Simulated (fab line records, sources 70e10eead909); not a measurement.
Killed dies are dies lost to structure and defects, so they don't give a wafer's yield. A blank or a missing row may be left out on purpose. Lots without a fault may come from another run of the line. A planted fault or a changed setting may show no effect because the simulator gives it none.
Chamber matching | flow nand_harc | NHARC_P_M2_DEP_33 on pecvd-03: 3 sister chambers
The step deposits SiCN, target thk 30 nm. 6 wafers are shown with their chamber, then 7 later ones without.

WAFERS WITH THEIR CHAMBER
wafer  | chamber | heater_power_w (W) | rf_fwd_power_W (W)
L203.2 | 1       | 647                | 450.6
L205.1 | 0       | 511                | 450.8
L205.5 | 2       | 657                | 448.4
L205.6 | 1       | 609                | 449.0
L213.1 | 2       | 646                | 448.2
L213.3 | 0       | 481                | 449.5

WAFERS WITHOUT THEIR CHAMBER
wafer  | heater_power_w (W) | rf_fwd_power_W (W)
L213.4 | 657                | 450.1
L212.4 | 427                | 450.0
L212.5 | 655                | 449.1
L212.6 | 558                | 450.5
L214.1 | 443                | 449.8
L214.3 | 647                | 449.1
L214.4 | 434                | 449.2

WHICH CHAMBER EACH WENT THROUGH
wafer  | from the rows above     | in truth
L213.4 | can't be placed: 1 or 2 | 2
L212.4 | 0                       | 0
L212.5 | can't be placed: 2 or 1 | 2
L212.6 | can't be placed: 0 or 1 | 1
L214.1 | 0                       | 0
L214.3 | can't be placed: 2 or 1 | 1
L214.4 | 0                       | 0
Placed correctly: 3 of 7. Can't be placed from these rows: 4 (the true chamber is among the candidates in 4). Placed wrongly: 0.
How it was worked out, from the rows above alone: a wafer's distance from a chamber is the root of the sum, over the readings, of the square of ((its reading less the chamber's mean) divided by the reading's scatter). The wafer belongs to the nearest chamber; if the next one is less than 2 further off, it can't be placed. A chamber's mean is the mean of its shown wafers. The scatter: the root of (the sum of the squares of (reading less its chamber's mean) over the shown wafers, divided by (wafers less chambers)).
